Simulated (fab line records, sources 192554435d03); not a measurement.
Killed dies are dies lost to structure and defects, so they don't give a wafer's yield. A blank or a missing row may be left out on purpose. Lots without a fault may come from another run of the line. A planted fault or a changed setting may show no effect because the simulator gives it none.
Problem report in the 8D (eight disciplines) form, filled by code | flow n5_finfet | the parts of the form that need people (team, actions taken, sign-off) are left out

1. THE PROBLEM
trench_depth_nm at N5_BEOL_M12_OCD_MEAS_35 reads a mean of 287 nm on 6 wafers of 2 lots; wafers without a fault read 319 nm with a standard deviation of 6.7. That is -4.8 standard deviations from the usual mean.
First seen on wafer L664.2, day 14 06:36, on ocd-01. The record holds 20 wafers of 7 lots with a number at this step. Rule for "out", or "out of limits": more than 4 standard deviations from the usual mean. The other wafers with a number count as sound.

2. WHAT IT IS AND WHAT IT IS NOT
question                    | is                     | is not
which readings at this step | trench_depth_nm        | -
which lots                  | L663, L664             | L655, L657, L667, L669, L673
which wafers of those lots  | all that have a number | -
read on which gauges        | ocd-01, ocd-02         | -
when                        | from day 14 06:36      | up to then (6 sound wafers); but 8 sound wafers of L667, L669, L673 came after

3. SUSPECTS, AND WHAT RULES EACH OUT
Counting: a tool at a process step up to the reading stays a suspect if it ran every lot that is out and no sound lot after the first of them.
- the gauge at N5_BEOL_M12_OCD_MEAS_35: ruled out. The wafers that are out were read on 2 gauges (ocd-01, ocd-02).
- rie_diel-01 at N5_BEOL_M12_TRENCH_ETCH_34 (etches SiOC in C4F8/O2/Ar, target depth 318.95 nm, time 125.5 s): kept. It ran every lot that is out, first L664 (day 14 06:26), and no sound lot after that; its last sound lot up to then is L655 (day 12 12:05).
Left after counting: rie_diel-01 at N5_BEOL_M12_TRENCH_ETCH_34.

4. THE CAUSE (what the simulator had put in)
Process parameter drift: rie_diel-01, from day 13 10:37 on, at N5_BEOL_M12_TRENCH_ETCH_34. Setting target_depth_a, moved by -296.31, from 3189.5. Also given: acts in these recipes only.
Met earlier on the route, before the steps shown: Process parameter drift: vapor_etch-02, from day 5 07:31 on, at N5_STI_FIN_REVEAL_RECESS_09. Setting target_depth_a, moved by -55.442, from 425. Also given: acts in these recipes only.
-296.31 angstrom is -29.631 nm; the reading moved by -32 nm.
Counting left only this tool.

5. THE CHAIN OF EFFECTS, in route order
Each row: a reading whose mean over the struck wafers that have a number lies more than 3 standard deviations from the usual. Only readings for which the record gives a usual standard deviation are gone through. hours: the time from each lot's start at the first step in this table that gives one to its start at this step, as a median over the lots. sigmas: the change in usual standard deviations.
hours | step                    | reading           | usual         | on struck wafers | change  | sigmas
0     | N5_BEOL_M12_OCD_MEAS_35 | trench_depth_nm   | 319 nm        | 287              | -32     | -4.8
2     | N5_BEOL_M12_THK_MEAS_50 | M12_THK           | 324 nm        | 291              | -33     | -4.4
2     | N5_BEOL_M12_RS_MEAS_54  | M12_RS            | 0.0599 ohm/sq | 0.0669           | +0.0070 | +5.4
19    | N5_BEOL_M15_RC_MEAS_101 | SERP_M12          | 0.637 ohm/um  | 0.705            | +0.068  | +3.2
19    | N5_BEOL_M15_RC_MEAS_101 | SERP_M12_max_site | 0.650 ohm/um  | 0.719            | +0.069  | +3.3

6. WHAT WOULD HAVE CAUGHT IT SOONER
In this record the first reading out of limits at a measuring or inspecting step was taken at day 14 06:36, 20 hours after the fault began at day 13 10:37.
Of the tool readings at N5_BEOL_M12_TRENCH_ETCH_34 for which the record gives a usual standard deviation, none was out on any struck wafer, so an alarm limit of 4 standard deviations on them would not have fired.
Of the lots that are out (2), L663 began N5_BEOL_M12_TRENCH_ETCH_34 on rie_diel-01 after day 14 06:36. A hold on the tool at that time would have spared it.
